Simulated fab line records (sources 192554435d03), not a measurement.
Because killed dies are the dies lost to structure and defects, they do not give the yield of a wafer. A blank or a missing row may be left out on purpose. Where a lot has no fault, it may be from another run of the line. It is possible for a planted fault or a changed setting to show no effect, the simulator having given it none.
fab line records	flow n5-finfet	part 1 of 2: steps 1 to 30 of 38
record: lots: 5	wafers: 15	last-day: 17
route steps=1938 shown STI_FIN_REVEAL@205 DUMMY_GATE@212
lots untouched by any fault: they come from a run of this same line in which no faults occurred
start-h: hours from the record's first day to the start of the lot's first wafer shown	wait-h: hours elapsed since this lot's preceding step	" the same as in the row above	L1.1+2: a single row standing in for several wafers	- no value present, or no start provided	* or withheld: withheld	< > ~ a bound
route shown NAME@n: a module of which the file shows steps, and the number in the route of the first	usual: mean/standard deviation taken from wafers without a fault	same: alike in all rows	chamber/n: place in a boat	sites: readings site by site	_std_site: their standard deviation	_edge_site: the outer-site mean with the inner-site mean subtracted	radius-mm: for every site, how far away it sits from the centre of the wafer	mask NAME#n: copy n	behind: tool/chamber where the wafer was last shaped	hold: the reason the lot was held/the length of the hold in hours/how it ended	device: the n, p or np transistor that did not switch	end of line: at the end of the route, the tests of the same wafers	for a step that has no rows: nothing shown but its recipe	killed: dies that structure and defects cost at the first sort, which is not the same as the wafer's yield	map: a wafer's dies, x killed, . not, _ none there
set.NAME: the setting as run; set.NAME@STEP: as run at that earlier step	model.NAME: the simulator's own value behind a step, which no gauge read
lots seen at some steps along the route; tables by step, rows by wafer
services: from which hour (start-h, from the record's first day; less than 0 if before it) a tool's chamber was out of use, for how many hours, and why
== steps ==
step: N5_STI_FIN_REVEAL_CLEAN_19
recipe: chemistry: O3/DIW	temp-c: 25	time-s: 120	o3-ppm: 10
lot.wafer	tool	chamber	start-h	wait-h
L078.2+4+6	wet-bench-05	7,5,0	60.66	0.1
L083.1+2+6	wet-bench-01	4,5,2	93.67	0.1
L085.1+3+6	wet-bench-01	1,4,3	103.88	0.1
L090.1+2+5	wet-bench-05	6,0,3	131.80	0.1
L097.1+4+5	wet-bench-02	3,7,6	177.00	0.1
step: N5_STI_FIN_REVEAL_SRD_23
recipe: dry: ipa-marangoni	time-s: 30	temp-c: 23	rinse-liquid: diw
lot.wafer	tool	chamber	start-h	wait-h
L078.2+4+6	wet-bench-05	7,5,0	60.70	0.0
L083.1+2+6	wet-bench-01	4,5,2	93.75	0.0
L085.1+3+6	wet-bench-01	1,4,3	103.92	0.0
L090.1+2+5	wet-bench-05	6,0,3	131.84	0.0
L097.1+4+5	wet-bench-02	3,7,6	177.03	0.0
step: N5_STI_FIN_REVEAL_CD_MEAS_22
recipe: target-cd-nm: 6.238	pitch-nm: 28	polarity: line
usual: cd-nm: 6.27/0.23
lot.wafer	tool	chamber	start-h	wait-h	cd-nm
L078.2	cd-sem-03	-	60.74	0.0	6.49
L078.4	"	-	"	"	6.50
L078.6	"	-	"	"	6.72
L083.1	cd-sem-03	-	93.80	0.0	6.52
L083.2	"	-	"	"	6.17
L083.6	"	-	"	"	5.97
L085.1	cd-sem-01	-	103.96	0.0	6.47
L085.3	"	-	"	"	6.12
L085.6	"	-	"	"	6.16
L090.1	cd-sem-02	-	131.88	0.0	6.46
L090.2	"	-	"	"	6.13
L090.5	"	-	"	"	6.44
L097.1	cd-sem-03	-	177.07	0.0	6.23
L097.4	"	-	"	"	6.55
L097.5	"	-	"	"	6.60
step: N5_STI_FIN_REVEAL_FIN_H_MEAS_10
usual: trench-depth-nm: 52.0/0.54
lot.wafer	tool	chamber	start-h	wait-h	trench-depth-nm
L078.2	ocd-01	-	60.77	0.0	50.9
L078.4	"	-	"	"	51.3
L078.6	"	-	"	"	51.3
L083.1	ocd-01	-	93.83	0.0	52.3
L083.2	"	-	"	"	52.6
L083.6	"	-	"	"	52.1
L085.1	ocd-02	-	103.99	0.0	51.8
L085.3	"	-	"	"	51.5
L085.6	"	-	"	"	52.0
L090.1	ocd-02	-	131.91	0.0	51.5
L090.2	"	-	"	"	51.5
L090.5	"	-	"	"	51.8
L097.1	ocd-02	-	177.10	0.0	52.3
L097.4	"	-	"	"	51.6
L097.5	"	-	"	"	51.8
step: N5_STI_FIN_REVEAL_PRECLEAN_18
recipe: chemistry: SC2	time-s: 45	temp-c: 35	mix: 1:1:50
usual: bath-guard-temp-C: 35.0/0.42
lot.wafer	tool	chamber	start-h	wait-h	bath-guard-temp-C
L078.2	wet-bench-01	2	60.80	0.0	35.1
L078.4	"	0	"	"	34.6
L078.6	"	3	"	"	35.2
L083.1	wet-bench-02	0	93.87	0.0	35.0
L083.2	"	5	"	"	35.8
L083.6	"	2	"	"	34.9
L085.1	wet-bench-05	1	104.02	0.0	34.8
L085.3	"	4	"	"	34.9
L085.6	"	0	"	"	35.7
L090.1	wet-bench-02	3	131.95	0.0	34.5
L090.2	"	2	"	"	35.4
L090.5	"	7	"	"	35.1
L097.1	wet-bench-05	3	177.13	0.0	34.4
L097.4	"	7	"	"	35.2
L097.5	"	5	"	"	34.7
step: N5_STI_FIN_REVEAL_SRD_28
recipe: dry: ipa-marangoni	time-s: 30	temp-c: 23	rinse-liquid: diw
lot.wafer	tool	chamber	start-h	wait-h
L078.2+4+6	wet-bench-01	2,0,3	60.82	0.0
L083.1+2+6	wet-bench-02	0,5,2	93.88	0.0
L085.1+3+6	wet-bench-05	1,4,0	104.04	0.0
L090.1+2+5	wet-bench-02	3,2,7	131.96	0.0
L097.1+4+5	wet-bench-05	3,7,5	177.15	0.0
step: N5_STI_FIN_REVEAL_INSPECT_13
recipe: inspect-instrument: darkfield	mode: post-clean
usual: raw-defect-count: 12/5.2
lot.wafer	tool	chamber	start-h	wait-h	raw-defect-count
L078.2	defect-inspect-02	-	60.86	0.0	11
L078.4	"	-	"	"	12
L078.6	"	-	"	"	15
L083.1	defect-inspect-01	-	93.92	0.0	9
L083.2	"	-	"	"	20
L083.6	"	-	"	"	8
L085.1	defect-inspect-02	-	104.08	0.0	35
L085.3	"	-	"	"	7
L085.6	"	-	"	"	10
L090.1	defect-inspect-01	-	132.00	0.0	7
L090.2	"	-	"	"	16
L090.5	"	-	"	"	8
L097.1	defect-inspect-01	-	177.19	0.0	13
L097.4	"	-	"	"	20
L097.5	"	-	"	"	9
step: N5_DUMMY_GATE_PRECLEAN_00
recipe: chemistry: O3/DIW	time-s: 60	temp-c: 22	o3-ppm: 10
lot.wafer	tool	chamber	start-h	wait-h
L078.2+4+6	wet-bench-06	0,3,7	60.89	0.0
L083.1+2+6	wet-bench-04	6,1,4	93.95	0.0
L085.1+3+6	wet-bench-06	6,2,5	104.10	0.0
L090.1+2+5	wet-bench-04	0,4,6	132.03	0.0
L097.1+4+5	wet-bench-03	5,1,0	177.22	0.0
step: N5_DUMMY_GATE_SRD_01
recipe: time-s: 30	temp-c: 23	rinse-liquid: diw	dry: ipa-marangoni
lot.wafer	tool	chamber	start-h	wait-h
L078.2+4+6	wet-bench-06	0,3,7	60.91	0.0
L083.1+2+6	wet-bench-04	6,1,4	93.97	0.0
L085.1+3+6	wet-bench-06	6,2,5	104.12	0.0
L090.1+2+5	wet-bench-04	0,4,6	132.05	0.0
L097.1+4+5	wet-bench-03	5,1,0	177.24	0.0
step: N5_DUMMY_GATE_ALD_02
recipe: material: SiO2	target-thk-a: 20	temp-c: 300	ald-precursor-family: BDEAS	ald-co-reactant: O2-plasma	pulse-time-s: 1	pressure-torr: 2
usual: heater-power-w: 458/47	precursor-pulse-height-rel: 1.001/0.02
lot.wafer	tool	chamber	start-h	wait-h	heater-power-w	precursor-pulse-height-rel
L078.2	ald-sin-01	1	60.95	0.0	541	1.035
L078.4	"	3	"	"	430	0.984
L078.6	"	3	"	"	419	0.963
L083.1	ald-sin-01	0	94.66	0.7	421	0.964
L083.2	"	2	"	"	470	1.005
L083.6	"	0	"	"	425	0.976
L085.1	ald-sin-04	2	104.26	0.1	435	0.971
L085.3	"	1	"	"	460	1.046
L085.6	"	0	"	"	385	1.004
L090.1	ald-sin-03	3	132.10	0.0	522	1.016
L090.2	"	0	"	"	454	1.004
L090.5	"	1	"	"	529	1.009
L097.1	ald-sin-04	2	177.49	0.2	428	0.994
L097.4	"	3	"	"	460	1.021
L097.5	"	2	"	"	440	0.976
step: N5_DUMMY_GATE_CVD_03
recipe: material: a-Si	target-thk-a: 1500	temp-c: 530	precursor: SiH4	time-s: 8042
usual: spike-tc-bottom-C: 554.7/2.5
lot.wafer	tool	chamber	start-h	wait-h	spike-tc-bottom-C
L078.2	lpcvd-01	0/45	61.06	0.1	551.2
L078.4	"	0/54	"	"	551.2
L078.6	"	0/64	"	"	551.2
L083.1	lpcvd-02	0/65	94.76	0.1	554.7
L083.2	"	0/70	"	"	554.7
L083.6	"	0/89	"	"	554.7
L085.1	lpcvd-02	0/90	104.37	0.1	555.6
L085.3	"	0/100	"	"	555.6
L085.6	"	0/114	"	"	555.6
L090.1	lpcvd-02	1/90	132.20	0.1	558.2
L090.2	"	1/95	"	"	558.2
L090.5	"	1/109	"	"	558.2
L097.1	lpcvd-02	1/65	177.59	0.1	557.9
L097.4	"	1/79	"	"	557.9
L097.5	"	1/84	"	"	557.9
step: N5_DUMMY_GATE_PRECLEAN_46
recipe: chemistry: DIW	time-s: 89.5	temp-c: 23
lot.wafer	tool	chamber	start-h	wait-h
L078.2+4+6	wet-bench-03	1,2,7	64.73	0.0
L083.1+2+6	wet-bench-03	6,5,3	98.44	0.0
L085.1+3+6	wet-bench-04	3,1,5	108.06	0.0
L090.1+2+5	wet-bench-06	5,2,4	135.88	0.0
L097.1+4+5	wet-bench-03	4,7,5	181.27	0.0
step: N5_DUMMY_GATE_SRD_47
recipe: dry-time-s: 32	dry: n2-spin	spin-rpm: 1500
usual: spin-rpm: 1499.9/0.79
lot.wafer	tool	chamber	start-h	wait-h	spin-rpm
L078.2	wet-bench-03	1	64.76	0.0	1499.1
L078.4	"	2	"	"	1500.0
L078.6	"	7	"	"	1498.9
L083.1	wet-bench-03	6	98.47	0.0	1499.6
L083.2	"	5	"	"	1500.4
L083.6	"	3	"	"	1499.1
L085.1	wet-bench-04	3	108.09	0.0	1499.4
L085.3	"	1	"	"	1500.4
L085.6	"	5	"	"	1500.9
L090.1	wet-bench-06	5	135.90	0.0	1500.2
L090.2	"	2	"	"	1500.0
L090.5	"	4	"	"	1500.6
L097.1	wet-bench-03	4	181.30	0.0	1499.7
L097.4	"	7	"	"	1499.3
L097.5	"	5	"	"	1500.1
step: N5_DUMMY_GATE_CMP_04
recipe: material: a-Si	post-cmp-clean: alkaline-brush
usual: motor-current-A: 9.8/0.74	time-to-endpoint-s: 13.8/2
lot.wafer	tool	chamber	start-h	wait-h	motor-current-A	time-to-endpoint-s
L078.2	cmp-01	0	64.79	0.0	9.8	13.8
L078.4	"	1	"	"	9.0	11.7
L078.6	"	0	"	"	9.3	13.2
L083.2	cmp-03	1	98.53	0.1	10.3	15.7
L083.1	"	3	"	"	10.6	16.8
L083.6	"	0	"	"	10.2	17.5
L085.1	cmp-02	1	108.12	0.0	11.1	14.1
L085.3	"	2	"	"	9.8	12.9
L085.6	"	1	"	"	10.7	14.0
L090.1	cmp-02	0	135.97	0.1	8.2	15.3
L090.2	"	2	"	"	9.5	13.5
L090.5	"	0	"	"	8.2	14.4
L097.1	cmp-01	1	181.33	0.0	9.6	15.6
L097.4	"	0	"	"	9.1	13.6
L097.5	"	1	"	"	9.5	17.2
step: N5_DUMMY_GATE_THK_MEAS_05
usual: thk-nm: 72.2/0.9
lot.wafer	tool	chamber	start-h	wait-h	thk-nm
L078.2	film-metro-01	-	65.03	0.2	72.1
L078.4	"	-	"	"	72.8
L078.6	"	-	"	"	71.2
L083.1	film-metro-02	-	98.74	0.1	73.8
L083.2	"	-	"	"	74.0
L083.6	"	-	"	"	73.4
L085.1	film-metro-01	-	108.36	0.2	71.4
L085.3	"	-	"	"	71.9
L085.6	"	-	"	"	72.7
L090.1	film-metro-02	-	136.18	0.2	72.3
L090.2	"	-	"	"	72.8
L090.5	"	-	"	"	73.1
L097.1	film-metro-02	-	181.57	0.2	73.0
L097.4	"	-	"	"	72.3
L097.5	"	-	"	"	71.5
step: N5_DUMMY_GATE_HM_DEP_06
recipe: material: SiNx	target-thk-a: 800	precursor: DCS/NH3	temp-c: 700	pressure-mtorr: 300	time-s: 5141
usual: spike-tc-bottom-C: 721.9/2.3
lot.wafer	tool	chamber	start-h	wait-h	spike-tc-bottom-C
L078.2	lpcvd-01	0/45	65.06	0.0	718.9
L078.4	"	0/54	"	"	718.9
L078.6	"	0/64	"	"	718.9
L083.1	lpcvd-01	1/90	98.77	0.0	722.5
L083.2	"	1/95	"	"	722.5
L083.6	"	1/114	"	"	722.5
L085.1	lpcvd-01	1/15	108.39	0.0	721.5
L085.3	"	1/25	"	"	721.5
L085.6	"	1/39	"	"	721.5
L090.1	lpcvd-02	0/15	136.20	0.0	723.0
L090.2	"	0/20	"	"	723.0
L090.5	"	0/34	"	"	723.0
L097.1	lpcvd-02	0/15	181.60	0.0	722.6
L097.4	"	0/29	"	"	722.6
L097.5	"	0/34	"	"	722.6
step: N5_DUMMY_GATE_PECVD_30
recipe: material: SiO2	target-thk-a: 550	temp-c: 400	precursor: TEOS/O2	pressure-torr: 6.5	rf-w: withheld	teos-flow-sccm: withheld	gas: O2	flow-sccm: 2650	time-s: 10.8
lot.wafer	tool	chamber	start-h	wait-h
L078.2+4+6	pecvd-03	2,1,2	69.02	0.0
L083.1+2+6	pecvd-04	1,0,0	102.71	0.0
L085.1+3+6	pecvd-02	2,1,1	112.34	0.0
L090.1+2+5	pecvd-03	2,0,0	140.15	0.0
L097.1+4+5	pecvd-03	0,2,0	185.55	0.0
step: N5_DUMMY_GATE_COAT_34
recipe: resist: SOC	temp-c: 250	time-s: 60	spin-rpm: 1500	resist-thk-nm: 60
lot.wafer	tool	chamber	start-h	wait-h
L078.2+4+6	litho-track-01	0	69.07	0.0
L083.1+2+6	litho-track-05	0	102.78	0.1
L085.1+3+6	litho-track-01	0	112.40	0.0
L090.1+2+5	litho-track-05	0	140.20	0.0
L097.1+4+5	litho-track-04	0	185.61	0.0
step: N5_DUMMY_GATE_COAT_35
recipe: resist: SiARC	temp-c: 220	time-s: 60	spin-rpm: 1500	resist-thk-nm: 10
lot.wafer	tool	chamber	start-h	wait-h
L078.2+4+6	litho-track-01	0	-	-
L083.1+2+6	litho-track-05	0	-	-
L085.1+3+6	litho-track-01	0	-	-
L090.1+2+5	litho-track-05	0	-	-
L097.1+4+5	litho-track-04	0	-	-
step: N5_DUMMY_GATE_COAT_28
recipe: resist: underlayer	temp-c: 205	time-s: 60	spin-rpm: 1500	resist-thk-nm: 10
lot.wafer	tool	chamber	start-h	wait-h
L078.2+4+6	litho-track-01	0	-	-
L083.1+2+6	litho-track-05	0	-	-
L085.1+3+6	litho-track-01	0	-	-
L090.1+2+5	litho-track-05	0	-	-
L097.1+4+5	litho-track-04	0	-	-
step: N5_DUMMY_GATE_COAT_09
recipe: resist: CAR-EUV	spin-rpm: 1500	resist-thk-nm: 30
lot.wafer	tool	chamber	start-h	wait-h
L078.2+4+6	litho-track-01	0	-	-
L083.1+2+6	litho-track-05	0	-	-
L085.1+3+6	litho-track-01	0	-	-
L090.1+2+5	litho-track-05	0	-	-
L097.1+4+5	litho-track-04	0	-	-
step: N5_DUMMY_GATE_EBR_11
recipe: solvent: PGMEA	ebr-width-mm: 1.5
lot.wafer	tool	chamber	start-h	wait-h
L078.2+4+6	litho-track-01	0	-	-
L083.1+2+6	litho-track-05	0	-	-
L085.1+3+6	litho-track-01	0	-	-
L090.1+2+5	litho-track-05	0	-	-
L097.1+4+5	litho-track-04	0	-	-
step: N5_DUMMY_GATE_SOFTBAKE_10
recipe: temp-c: 110	time-s: 60	resist: CAR-EUV
lot.wafer	tool	chamber	start-h	wait-h
L078.2+4+6	litho-track-01	0	-	-
L083.1+2+6	litho-track-05	0	-	-
L085.1+3+6	litho-track-01	0	-	-
L090.1+2+5	litho-track-05	0	-	-
L097.1+4+5	litho-track-04	0	-	-
step: N5_DUMMY_GATE_EXPOSE_12
recipe: mask-id: GATE	na: 0.33	source-shape: annular	sigma-inner: 0.2	sigma-outer: 0.6	polarization: unpolarized	target-cd-nm: 25	dose-mj: 34
same: sigma-inner: 0.2
lot.wafer	tool	chamber	start-h	wait-h	mask
L078.2+4+6	euv-scanner-01	0	69.22	-	GATE#0
L083.1+2+6	euv-scanner-02	0	102.92	-	GATE#0
L085.1+3+6	euv-scanner-02	0	112.66	-	GATE#0
L090.1+2+5	euv-scanner-01	0	140.34	-	GATE#0
L097.1+4+5	euv-scanner-01	0	185.87	-	GATE#0
step: N5_DUMMY_GATE_PEB_13
recipe: peb-temp-c: 100	peb-time-s: 60	resist: CAR-EUV
lot.wafer	tool	chamber	start-h	wait-h
L078.2+4+6	litho-track-01	0	69.27	0.0
L083.1+2+6	litho-track-05	0	102.98	0.1
L085.1+3+6	litho-track-05	0	112.72	0.1
L090.1+2+5	litho-track-01	0	140.40	0.1
L097.1+4+5	litho-track-04	0	185.93	0.1
step: N5_DUMMY_GATE_DEVELOP_14
recipe: develop-time-s: 30	developer: TMAH	resist: CAR-EUV	rinse-liquid: surfactant-rinse	dry: air-spin	dev-temp-c: 23
lot.wafer	tool	chamber	start-h	wait-h
L078.2+4+6	litho-track-01	0	-	-
L083.1+2+6	litho-track-05	0	-	-
L085.1+3+6	litho-track-05	0	-	-
L090.1+2+5	litho-track-01	0	-	-
L097.1+4+5	litho-track-04	0	-	-
step: N5_DUMMY_GATE_CD_MEAS_15
recipe: target-cd-nm: 25.8	landing-energy-ev: 500	detector: se-inlens
usual: cd-nm: 25.07/0.23
lot.wafer	tool	chamber	start-h	wait-h	cd-nm
L078.2	cd-sem-03	0	69.34	-	25.34
L078.4	"	0	"	"	24.80
L078.6	"	0	"	"	25.19
L083.1	cd-sem-03	0	103.05	-	25.07
L083.2	"	0	"	"	24.89
L083.6	"	0	"	"	24.98
L085.1	cd-sem-02	0	112.79	-	24.93
L085.3	"	0	"	"	24.87
L085.6	"	0	"	"	24.90
L090.1	cd-sem-02	0	140.47	-	25.02
L090.2	"	0	"	"	24.68
L090.5	"	0	"	"	25.25
L097.1	cd-sem-02	0	186.00	-	25.03
L097.4	"	0	"	"	24.76
L097.5	"	0	"	"	24.83
step: N5_DUMMY_GATE_OVL_MEAS_16
recipe: points-per-wafer: 522
usual: GATE_OVL: -0.1/0.57
lot.wafer	tool	chamber	start-h	wait-h	GATE_OVL[nm]
L078.2	overlay-02	0	69.38	0.0	0.1
L078.4	"	0	"	"	-0.2
L078.6	"	0	"	"	-0.4
L083.1	overlay-01	0	103.09	0.0	-0.3
L083.2	"	0	"	"	0.5
L083.6	"	0	"	"	-0.2
L085.1	overlay-01	0	112.83	0.0	0.2
L085.3	"	0	"	"	0.4
L085.6	"	0	"	"	0.0
L090.1	overlay-02	0	140.51	0.0	-0.2
L090.2	"	0	"	"	0.2
L090.5	"	0	"	"	-0.4
L097.1	overlay-01	0	186.04	0.0	0.2
L097.4	"	0	"	"	0.6
L097.5	"	0	"	"	-0.4
step: N5_DUMMY_GATE_INSPECT_17
recipe: mode: adi	inspect-instrument: brightfield
usual: raw-defect-count: 212/61
lot.wafer	tool	chamber	start-h	wait-h	raw-defect-count
L078.2	defect-inspect-02	-	69.44	0.0	209
L078.4	"	-	"	"	211
L078.6	"	-	"	"	89
L083.1	defect-inspect-02	-	103.14	0.1	144
L083.2	"	-	"	"	240
L083.6	"	-	"	"	255
L085.1	defect-inspect-02	-	112.89	0.1	232
L085.3	"	-	"	"	155
L085.6	"	-	"	"	195
L090.1	defect-inspect-02	-	140.57	0.1	250
L090.2	"	-	"	"	226
L090.5	"	-	"	"	193
L097.1	defect-inspect-01	-	186.10	0.1	154
L097.4	"	-	"	"	123
L097.5	"	-	"	"	342
step: N5_DUMMY_GATE_DESCUM_20
recipe: chemistry: O2	time-s: 6.2	source-power-w: 50	bias-power-w: 20	pressure-mtorr: 20	rf-frequency-hz: 2.712e+07	temp-c: 40	resist: CAR-EUV	o2-flow-sccm: 225
usual: drypump-motor-current-A: 5.6/0.54	oes-product-au: 0.82/0.078	rf-vpp-V: 242.9/1.4	showerhead-plenum-p-Torr: 2.09/0.068	throttle-valve-pct: 20.29/0.17
lot.wafer	tool	chamber	start-h	wait-h	drypump-motor-current-A	oes-product-au	rf-hours-counter-h	rf-vpp-V	showerhead-plenum-p-Torr	throttle-valve-pct
L078.2	rie-diel-06	0	69.59	0.1	5.8	0.67	241	243.5	2.07	20.61
L078.4	"	1	"	"	6.6	0.93	21	246.8	2.22	20.34
L078.6	"	2	"	"	5.6	0.72	-	242.8	2.08	20.17
L083.1	rie-diel-06	3	103.18	0.0	5.9	0.90	23	242.1	2.05	20.17
L083.2	"	0	"	"	5.8	0.67	251	243.0	2.07	20.59
L083.6	"	3	"	"	5.9	0.90	-	240.9	2.05	20.17
L085.1	rie-diel-01	2	112.92	0.0	5.0	0.85	52	241.6	2.05	20.22
L085.3	"	0	"	"	5.8	0.77	128	244.8	2.19	20.54
L085.6	"	0	"	"	5.7	0.77	-	245.1	2.19	20.53
L090.1	rie-diel-01	2	140.60	0.0	4.9	0.84	62	242.6	2.05	20.22
L090.2	"	3	"	"	4.7	0.84	79	242.3	2.04	20.22
L090.5	"	2	"	"	5.0	0.84	-	242.2	2.05	20.22
L097.1	rie-diel-01	0	186.13	0.0	5.7	0.75	150	244.5	2.18	20.58
L097.4	"	3	"	"	4.7	0.83	93	243.6	2.03	20.25
L097.5	"	3	"	"	4.7	0.82	-	242.5	2.03	20.25
